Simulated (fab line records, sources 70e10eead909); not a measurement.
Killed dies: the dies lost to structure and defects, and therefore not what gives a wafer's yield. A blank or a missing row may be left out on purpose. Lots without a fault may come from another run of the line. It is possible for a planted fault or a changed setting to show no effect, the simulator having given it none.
fab line records | flow nandHarc | part 1 of 2: steps 1 to 4 of 6
[record] lots = 24 wafers = 72 lastDay = 34
route steps=1302 shown A_CHANNEL_FILL_D2@628 A_STAIRCASE@670
lots with no fault: from the same line, run without faults
startH: hours from the record's first day to the start of the lot's first wafer shown | waitH: how many hours have passed since the lot's step before this one | " same as the row above | L1.1+2: several wafers, shown together as one row | - no value present, or no start provided | * or withheld: withheld | < > ~ a bound
route shown NAME@n: a module of which the file shows steps, and the number in the route of the first | usual: mean/standard deviation of fault-free wafers | same: alike in all rows | chamber/n: place in a boat | sites: readings site by site | _std_site: their standard deviation | _edge_site: the outer-site mean with the inner-site mean subtracted | radiusMm: for every site, how far away it sits from the centre of the wafer | mask NAME#n: copy n | behind: the most recent tool/chamber to have shaped the wafer | hold: why the lot was held/for how many hours/how that ended | device: the n, p or np transistor that did not switch | end of line: the route-end tests of the same wafers | a step given without rows: its recipe and nothing more | killed: dies lost to structure and defects at the first sort, not the wafer's yield | map: the dies of a wafer, with x for killed, . for not killed, _ for no die there
set.NAME: the run value of the setting; set.NAME@STEP: its run value at that earlier step | model.NAME: the simulator's own value behind a step, which no gauge read
route steps across a sampled set of lots; one table per step, one row per wafer
services: when a tool's chamber went out of use (startH, in hours from the record's first day, below 0 if earlier), for how many hours, and the reason
[[steps]]
[step NHARC_A_CHANNEL_FILL_D2_ETCHBACK_08]
[recipe] targetDepthA = 2200 timeS = 110 c4f8FlowSccm = 20 arFlowSccm = withheld rfW = 600 biasW = 300 chemistry = C4F8
[usual] oesProductAu = 0.96/0.037 rfVppV = 440.5/2.1
[same] timeS = 110
// columns lot.wafer tool chamber startH waitH oesProductAu rfHoursCounterH rfVppV
L074.4 rieDiel-11 3 - - 0.91 2 440.0
L074.2 " 2 " " 0.92 2 439.8
L074.5 " 0 " " 0.93 - 439.5
L075.4 rieDiel-08 0 - - 0.93 4 443.2
L075.2 " 2 " " 0.93 4 437.0
L075.5 " 0 " " 0.92 - 442.2
L078.1 rieDiel-04 0 - - 1.01 0 436.8
L078.3 " 1 " " 1.01 0 437.9
L078.5 " 2 " " 1.02 - 442.8
L076.2 rieDiel-11 3 - - 0.93 2 439.7
L076.1 " 0 " " 0.93 2 439.1
L076.6 " 0 " " 0.93 - 438.1
L077.4 rieDiel-04 3 - - 1.00 1 443.0
L077.1 " 0 " " 1.01 0 438.2
L077.6 " 1 " " 1.01 - 437.5
L079.4 rieDiel-08 3 - - 0.98 0 441.5
L079.6 " 3 " " 0.99 - 440.3
L079.5 " 0 " " 0.99 - 443.0
L080.4 rieDiel-04 2 - - 0.99 8 442.9
L080.2 " 1 " " 0.99 7 438.9
L080.5 " 2 " " 1.00 - 442.6
L082.1 rieDiel-08 1 - - 0.93 1 443.2
L082.4 " 2 " " 0.92 1 437.8
L082.3 " 0 " " 0.92 1 442.5
L081.4 rieDiel-11 2 - - 0.94 3 439.2
L081.2 " 3 " " 0.93 3 439.8
L081.5 " 1 " " 0.92 - 443.9
L085.1 rieDiel-11 1 - - 1.00 0 445.4
L085.2 " 2 " " 0.98 0 442.1
L085.6 " 1 " " 1.00 - 443.2
L083.2 rieDiel-08 0 - - 0.91 2 442.6
L083.4 " 1 " " 0.92 2 440.7
L083.3 " 3 " " 0.92 3 442.1
L084.3 rieDiel-08 2 - - 0.98 3 436.9
L084.4 " 0 " " 0.99 2 442.9
L084.5 " 3 " " 0.99 - 440.8
L086.3 rieDiel-11 0 - - 1.00 0 438.7
L086.5 " 2 " " 0.97 - 441.1
L086.6 " 0 " " 0.99 - 438.6
L087.4 rieDiel-04 2 - - 0.92 24 443.7
L087.2 " 3 " " 1.01 18 443.0
L087.6 " 2 " " 0.93 - 442.9
L088.2 rieDiel-04 0 - - 0.99 22 437.5
L088.4 " 1 " " 1.00 19 439.4
L088.3 " 2 " " 0.99 24 442.5
L089.3 rieDiel-08 1 - - 1.01 4 441.3
L089.4 " 3 " " 0.99 - 439.7
L089.6 " 0 " " 0.99 - 442.0
L090.4 rieDiel-11 0 - - 0.93 1 438.0
L090.6 " 2 " " 0.92 - 441.4
L090.5 " 3 " " 0.92 - 438.7
L091.1 rieDiel-04 0 - - 0.93 27 435.9
L091.3 " 2 " " 0.93 28 442.3
L091.5 " 0 " " 0.92 - 436.7
L092.4 rieDiel-11 3 - - 1.00 2 439.6
L092.1 " 1 " " 1.00 1 443.8
L092.5 " 2 " " 1.01 - 439.7
L093.4 rieDiel-11 2 - - 0.93 2 440.8
L093.2 " 3 " " 0.93 2 438.9
L093.5 " 2 " " 0.91 - 439.6
L095.4 rieDiel-11 1 - - 0.99 3 444.0
L095.6 " 1 " " 0.99 - 444.2
L095.5 " 2 " " 0.99 - 440.1
L094.4 rieDiel-11 1 - - 0.92 3 443.4
L094.2 " 3 " " 0.93 3 439.6
L094.5 " 1 " " 0.92 - 443.3
L096.4 rieDiel-04 1 - - 0.99 3 440.2
L096.2 " 3 " " 1.02 3 442.3
L096.5 " 0 " " 1.00 - 439.0
L097.2 rieDiel-11 0 - - 0.99 4 437.3
L097.1 " 1 " " 0.98 3 445.1
L097.5 " 2 " " 0.99 - 439.8
[step NHARC_A_STAIRCASE_TRIM_14]
[recipe] timeS = 211.2 o2FlowSccm = 500 arFlowSccm = 0 biasW = 0 chemistry = O2
[usual] drypumpMotorCurrentA = 6.0/0.4 oesProductAu = 0.997/0.0096 rfVppV = 57.7/0.8 showerheadPlenumPTorr = 3.48/0.12 throttleValvePct = 17.038/0.0094
[same] timeS = 211.2
// columns lot.wafer tool chamber startH waitH drypumpMotorCurrentA oesProductAu rfHoursCounterH rfVppV showerheadPlenumPTorr throttleValvePct
L074.2 rieDiel-03 1 - - 5.6 1.003 18 59.8 3.64 17.028
L074.4 " 3 " " 6.3 0.987 21 57.2 3.54 17.037
L074.5 " 1 " " 5.6 1.001 - 59.9 3.64 17.026
L075.2 rieDiel-03 3 - - 6.3 0.987 25 57.9 3.54 17.027
L075.4 " 1 " " 5.6 1.007 21 57.7 3.64 17.033
L075.5 " 0 " " 5.7 0.978 - 57.8 3.59 17.043
L078.1 rieDiel-02 0 - - 5.6 0.999 54 56.6 3.60 17.033
L078.3 " 1 " " 5.9 1.005 54 58.0 3.41 17.020
L078.5 " 1 " " 5.9 0.989 - 57.3 3.41 17.034
L077.1 rieDiel-03 3 - - 6.3 0.992 34 57.9 3.53 17.050
L077.4 " 3 " " 6.3 0.996 - 57.2 3.53 17.038
L077.6 " 0 " " 5.7 0.986 - 56.4 3.58 17.035
L076.2 rieDiel-05 3 - - 5.2 0.989 35 56.7 3.56 17.019
L076.1 " 0 " " 6.7 0.995 37 56.7 3.30 17.059
L076.6 " 3 " " 5.2 0.995 - 58.6 3.56 17.041
L079.6 rieDiel-02 3 - - 6.1 1.008 - 57.5 3.51 17.047
L079.5 " 1 " " 6.0 0.996 - 57.3 3.41 17.033
L079.4 " 2 " " 6.0 0.997 - 57.3 3.33 17.017
L080.4 rieDiel-02 3 - - 6.2 1.013 3 58.0 3.50 17.044
L080.2 " 1 " " 6.0 0.991 4 57.1 3.41 17.031
L080.5 " 2 " " 6.0 1.009 - 57.4 3.33 17.030
L082.1 rieDiel-03 0 - - 5.7 0.985 42 58.0 3.57 17.039
L082.4 " 2 " " 6.6 0.988 46 58.0 3.30 17.041
L082.3 " 3 " " 6.3 0.982 47 58.2 3.53 17.057
L081.2 rieDiel-02 2 - - 6.0 1.001 7 58.2 3.33 17.053
L081.5 " 1 " " 6.0 1.001 - 56.5 3.40 17.045
L081.4 " 0 " " 5.6 1.008 - 57.9 3.60 17.047
L085.1 rieDiel-02 3 - - 6.1 1.015 10 57.6 3.50 17.044
L085.2 " 1 " " 6.0 1.001 18 56.4 3.40 17.051
L085.6 " 3 " " 6.2 1.011 - 58.6 3.50 17.062
L083.3 rieDiel-05 1 - - 6.2 0.970 9 56.6 3.66 17.036
L083.2 " 2 " " 5.9 0.992 9 57.6 3.43 17.033
L083.4 " 3 " " 5.2 0.991 10 57.3 3.55 17.029
L084.4 rieDiel-02 3 - - 6.1 1.006 19 59.0 3.49 17.041
L084.3 " 2 " " 6.0 1.008 24 55.9 3.32 17.032
L084.5 " 3 " " 6.1 1.006 - 57.7 3.49 17.033
L086.3 rieDiel-05 0 - - 6.7 0.978 17 57.3 3.28 17.051
L086.6 " 2 " " 5.8 0.992 - 58.3 3.43 17.052
L086.5 " 3 " " 5.2 1.003 - 57.4 3.54 17.031
L087.4 rieDiel-02 2 - - 6.0 0.999 28 59.3 3.32 17.031
L087.2 " 3 " " 6.2 1.009 23 58.5 3.49 17.040
L087.6 " 2 " " 6.0 1.004 - 57.9 3.32 17.029
L088.2 rieDiel-05 3 - - 5.2 1.000 25 58.0 3.54 17.039
L088.4 " 0 " " 6.7 1.000 24 56.7 3.28 17.022
L088.3 " 1 " " 6.2 0.986 23 58.7 3.65 17.043
L089.4 rieDiel-05 3 - - 5.2 1.009 27 58.1 3.54 17.045
L089.3 " 0 " " 6.7 1.003 26 57.4 3.28 17.046
L089.6 " 3 " " 5.2 0.996 - 57.5 3.54 17.034
L090.4 rieDiel-05 3 - - 5.2 1.000 33 57.8 3.53 17.031
L090.5 " 1 " " 6.2 0.988 - 57.7 3.64 17.039
L090.6 " 2 " " 5.8 0.990 - 57.7 3.42 17.043
L091.1 rieDiel-02 0 - - 5.6 1.009 43 58.1 3.58 17.035
L091.3 " 2 " " 6.0 1.012 42 57.3 3.31 17.045
L091.5 " 0 " " 5.6 1.013 - 58.8 3.58 17.050
L092.1 rieDiel-05 0 - - 6.7 0.983 33 55.7 3.27 17.021
L092.4 " 1 " " 6.2 0.985 33 57.4 3.64 17.028
L092.5 " 3 " " 5.2 1.001 - 58.2 3.53 17.039
L093.2 rieDiel-05 1 - - 6.2 0.999 47 58.8 3.63 17.039
L093.4 " 2 " " 5.8 0.996 49 57.3 3.41 17.053
L093.5 " 2 " " 5.8 0.994 - 57.4 3.41 17.032
L095.4 rieDiel-02 2 - - 6.0 1.004 53 57.5 3.30 17.050
L095.6 " 2 " " 6.0 1.005 - 56.5 3.30 17.039
L095.5 " 3 " " 6.1 1.017 - 55.6 3.48 17.035
L094.4 rieDiel-03 2 - - 6.6 1.000 30 56.3 3.28 17.035
L094.2 " 1 " " 5.6 0.992 25 57.9 3.62 17.041
L094.5 " 2 " " 6.6 0.984 - 57.4 3.28 17.053
L096.4 rieDiel-03 0 - - 5.7 0.993 39 58.0 3.55 17.021
L096.2 " 1 " " 5.6 1.003 32 58.3 3.61 17.031
L096.5 " 1 " " 5.6 1.000 - 56.6 3.61 17.023
L097.2 rieDiel-03 0 - - 5.6 1.000 43 58.7 3.54 17.038
L097.1 " 1 " " 5.6 1.000 36 58.3 3.61 17.048
L097.5 " 0 " " 5.7 1.000 - 57.5 3.54 17.030
[step NHARC_A_STAIRCASE_TRIM_22]
[recipe] timeS = 211.2 o2FlowSccm = 500 arFlowSccm = 0 biasW = 0 chemistry = O2
[usual] drypumpMotorCurrentA = 6.0/0.41 oesProductAu = 0.997/0.009 rfVppV = 57.7/0.9 showerheadPlenumPTorr = 3.47/0.13 throttleValvePct = 17.036/0.0098
[same] timeS = 211.2
// columns lot.wafer tool chamber startH waitH drypumpMotorCurrentA oesProductAu rfHoursCounterH rfVppV showerheadPlenumPTorr throttleValvePct
L074.2 rieDiel-05 3 - - 5.2 1.004 25 58.8 3.56 17.035
L074.4 " 0 " " 6.8 1.017 27 58.2 3.30 17.046
L074.5 " 3 " " 5.2 0.999 - 58.1 3.56 17.055
L075.2 rieDiel-03 3 - - 6.3 0.985 25 57.2 3.54 17.029
L075.4 " 0 " " 5.7 0.996 22 57.9 3.58 17.035
L075.5 " 2 " " 6.6 0.991 - 57.0 3.31 17.037
L078.3 rieDiel-05 2 - - 5.9 0.987 36 57.2 3.44 17.016
L078.1 " 0 " " 6.7 1.009 33 57.7 3.30 17.032
L078.5 " 2 " " 5.8 1.004 - 58.5 3.44 17.024
L076.1 rieDiel-05 1 - - 6.2 0.998 42 57.5 3.67 17.047
L076.2 " 2 " " 5.8 0.985 40 57.6 3.44 17.051
L076.6 " 0 " " 6.7 1.001 - 56.2 3.30 17.035
L077.1 rieDiel-03 2 - - 6.6 0.979 35 58.5 3.31 17.052
L077.4 " 2 " " 6.6 0.979 - 56.8 3.31 17.025
L077.6 " 0 " " 5.6 0.996 - 58.6 3.58 17.028
L079.5 rieDiel-03 3 - - 6.3 0.986 - 59.0 3.53 17.023
L079.4 " 0 " " 5.7 0.991 - 58.1 3.58 17.054
L079.6 " 2 " " 6.6 0.985 - 57.3 3.31 17.052
L080.4 rieDiel-02 2 - - 6.0 0.997 4 58.3 3.33 17.034
L080.2 " 0 " " 5.6 1.005 4 57.9 3.60 17.027
L080.5 " 3 " " 6.2 1.011 - 57.8 3.50 17.044
L082.4 rieDiel-03 2 - - 6.6 0.993 46 57.2 3.30 17.017
L082.1 " 3 " " 6.3 0.993 47 58.7 3.53 17.042
L082.3 " 0 " " 5.7 0.990 43 58.6 3.57 17.045
L081.2 rieDiel-05 1 - - 6.2 0.987 4 58.3 3.66 17.024
L081.4 " 0 " " 6.7 1.001 6 57.5 3.29 17.013
L081.5 " 1 " " 6.2 0.975 - 59.1 3.66 17.044
L085.1 rieDiel-02 2 - - 6.0 0.995 17 57.2 3.32 17.053
L085.2 " 3 " " 6.1 1.005 10 56.4 3.50 17.033
L085.6 " 1 " " 5.9 0.999 - 56.9 3.40 17.037
L083.4 rieDiel-05 0 - - 6.7 0.986 11 56.4 3.29 17.050
L083.2 " 1 " " 6.2 0.983 10 56.5 3.66 17.055
L083.3 " 3 " " 5.2 1.005 11 58.6 3.55 17.040
L084.3 rieDiel-02 2 - - 6.0 0.998 25 56.7 3.32 17.043
L084.4 " 1 " " 6.0 1.004 25 56.8 3.39 17.047
L084.5 " 3 " " 6.1 1.001 - 58.2 3.49 17.036
L086.3 rieDiel-05 3 - - 5.2 0.995 18 58.7 3.54 17.036
L086.6 " 3 " " 5.2 1.000 - 57.9 3.54 17.033
L086.5 " 0 " " 6.8 0.994 - 58.0 3.28 17.038
L087.4 rieDiel-02 2 - - 6.0 1.001 29 57.4 3.32 17.042
L087.2 " 3 " " 6.1 1.004 24 59.4 3.49 17.043
L087.6 " 1 " " 6.0 0.985 - 57.2 3.39 17.032
L088.2 rieDiel-03 2 - - 6.6 0.995 6 57.3 3.29 17.047
L088.3 " 1 " " 5.6 0.992 7 57.0 3.63 17.034
L088.4 " 1 " " 5.6 0.993 - 57.9 3.63 17.041
L089.4 rieDiel-03 2 - - 6.6 1.000 8 56.7 3.29 17.042
L089.3 " 3 " " 6.3 0.992 8 56.9 3.52 17.049
L089.6 " 2 " " 6.6 0.994 - 56.2 3.29 17.020
L090.4 rieDiel-02 2 - - 6.0 1.005 39 56.2 3.31 17.042
L090.6 " 3 " " 6.1 1.010 - 58.0 3.49 17.037
L090.5 " 0 " " 5.6 1.006 - 59.4 3.58 17.039
L091.3 rieDiel-02 1 - - 6.0 1.000 42 59.2 3.39 17.034
L091.1 " 0 " " 5.6 1.009 43 58.4 3.58 17.026
L091.5 " 1 " " 6.0 0.995 - 59.4 3.39 17.034
L092.1 rieDiel-02 2 - - 6.0 1.011 42 56.8 3.31 17.037
L092.4 " 0 " " 5.6 1.012 43 57.3 3.58 17.039
L092.5 " 2 " " 6.0 1.021 - 57.3 3.31 17.044
L093.2 rieDiel-05 2 - - 5.8 0.998 49 57.3 3.41 17.032
L093.4 " 3 " " 5.2 0.998 44 59.7 3.53 17.050
L093.5 " 1 " " 6.2 0.992 - 58.2 3.63 17.030
L095.4 rieDiel-03 1 - - 5.6 0.996 26 58.5 3.62 17.052
L095.6 " 3 " " 6.3 0.994 - 57.3 3.50 17.041
L095.5 " 0 " " 5.7 0.988 - 58.4 3.55 17.035
L094.2 rieDiel-03 0 - - 5.7 0.983 33 58.2 3.55 17.049
L094.4 " 3 " " 6.3 0.998 35 56.7 3.50 17.050
L094.5 " 1 " " 5.6 0.992 - 58.4 3.61 17.039
L096.4 rieDiel-03 2 - - 6.6 1.007 35 58.3 3.28 17.036
L096.2 " 0 " " 5.7 0.991 39 58.1 3.55 17.043
L096.5 " 1 " " 5.6 0.987 - 57.4 3.61 17.034
L097.1 rieDiel-02 2 - - 6.0 1.002 3 57.3 3.30 17.039
L097.2 " 0 " " 5.6 1.014 3 57.0 3.57 17.017
L097.5 " 2 " " 6.0 1.003 - 56.7 3.30 17.048
[step NHARC_A_STAIRCASE_STRIP_175]
[recipe] powerW = 1500 tempC = 250 chemistry = O2
[usual] drypumpMotorCurrentA = 5.2/0.5 heaterPowerW = 316/31
// columns lot.wafer tool chamber startH waitH drypumpMotorCurrentA heaterPowerW rfHoursCounterH
L074.2 plasmaAsher-01 1 351.19 0.1 5.9 345 0
L074.4 " 1 " " 5.9 346 -
L074.5 " 1 " " 5.9 343 -
L075.2 plasmaAsher-02 0 358.76 0.1 4.9 305 21
L075.4 " 0 " " 4.9 298 -
L075.5 " 1 " " 4.7 349 -
L078.1 plasmaAsher-02 1 381.84 0.1 4.7 355 24
L078.3 " 0 " " 4.9 292 -
L078.5 " 0 " " 4.9 305 -
L076.1 plasmaAsher-01 1 388.25 0.1 5.9 350 8
L076.2 " 0 " " 5.8 264 8
L076.6 " 1 " " 5.9 342 -
L077.1 plasmaAsher-02 0 390.59 0.1 4.9 300 27
L077.4 " 1 " " 4.7 350 -
L077.6 " 0 " " 4.9 299 -
L079.4 plasmaAsher-01 1 393.83 0.2 5.9 333 -
L079.5 " 1 " " 5.9 345 -
L079.6 " 0 " " 5.7 278 -
L080.2 plasmaAsher-02 0 413.11 0.1 4.9 306 31
L080.4 " 0 " " 4.9 293 -
L080.5 " 0 " " 4.9 290 -
L082.1 plasmaAsher-01 1 428.18 0.1 5.9 342 16
L082.4 " 1 " " 5.9 330 -
L082.3 " 0 " " 5.8 278 -
L081.2 plasmaAsher-01 1 428.82 0.2 5.9 342 16
L081.4 " 0 " " 5.7 276 -
L081.5 " 1 " " 5.8 347 -
L085.2 plasmaAsher-02 1 457.47 0.1 4.7 344 7
L085.1 " 0 " " 4.9 306 7
L085.6 " 1 " " 4.7 359 -
L083.2 plasmaAsher-02 0 457.93 0.1 4.9 294 7
L083.3 " 0 " " 4.9 291 -
L083.4 " 1 " " 4.7 343 -
L084.3 plasmaAsher-02 1 468.73 0.2 4.7 353 -
L084.4 " 0 " " 4.9 299 -
L084.5 " 1 " " 4.7 340 -
L086.3 plasmaAsher-01 0 469.56 0.2 5.7 284 -
L086.5 " 1 " " 5.9 350 -
L086.6 " 0 " " 5.8 274 -
L087.2 plasmaAsher-01 1 486.56 0.1 5.9 333 25
L087.4 " 0 " " 5.8 278 -
L087.6 " 1 " " 5.9 350 -
L088.2 plasmaAsher-02 0 493.32 0.1 4.9 302 16
L088.4 " 0 " " 4.9 300 -
L088.3 " 1 " " 4.7 351 -
L089.3 plasmaAsher-02 0 498.57 0.2 4.9 299 -
L089.4 " 1 " " 4.7 342 -
L089.6 " 1 " " 4.7 343 -
L090.4 plasmaAsher-02 0 517.97 0.2 4.9 292 -
L090.5 " 1 " " 4.7 356 -
L090.6 " 0 " " 4.9 299 -
L091.1 plasmaAsher-02 0 525.59 0.1 4.9 301 23
L091.3 " 1 " " 4.7 349 -
L091.5 " 1 " " 4.7 347 -
L092.1 plasmaAsher-02 1 526.42 0.6 4.7 343 24
L092.4 " 0 " " 4.9 312 -
L092.5 " 1 " " 4.7 349 -
L093.2 plasmaAsher-01 1 553.38 0.1 5.9 330 4
L093.4 " 1 " " 5.9 324 -
L093.5 " 1 " " 5.9 322 -
L095.4 plasmaAsher-01 0 562.82 0.2 5.7 267 -
L095.5 " 0 " " 5.7 261 -
L095.6 " 1 " " 5.9 320 -
L094.2 plasmaAsher-02 1 563.07 0.1 4.7 354 31
L094.4 " 1 " " 4.7 339 -
L094.5 " 1 " " 4.7 333 -
L096.2 plasmaAsher-02 0 575.82 0.1 4.9 294 34
L096.4 " 0 " " 4.9 293 -
L096.5 " 1 " " 4.7 345 -
L097.1 plasmaAsher-01 0 591.77 0.1 5.8 268 12
L097.2 " 1 " " 5.9 322 12
L097.5 " 1 " " 5.9 328 -
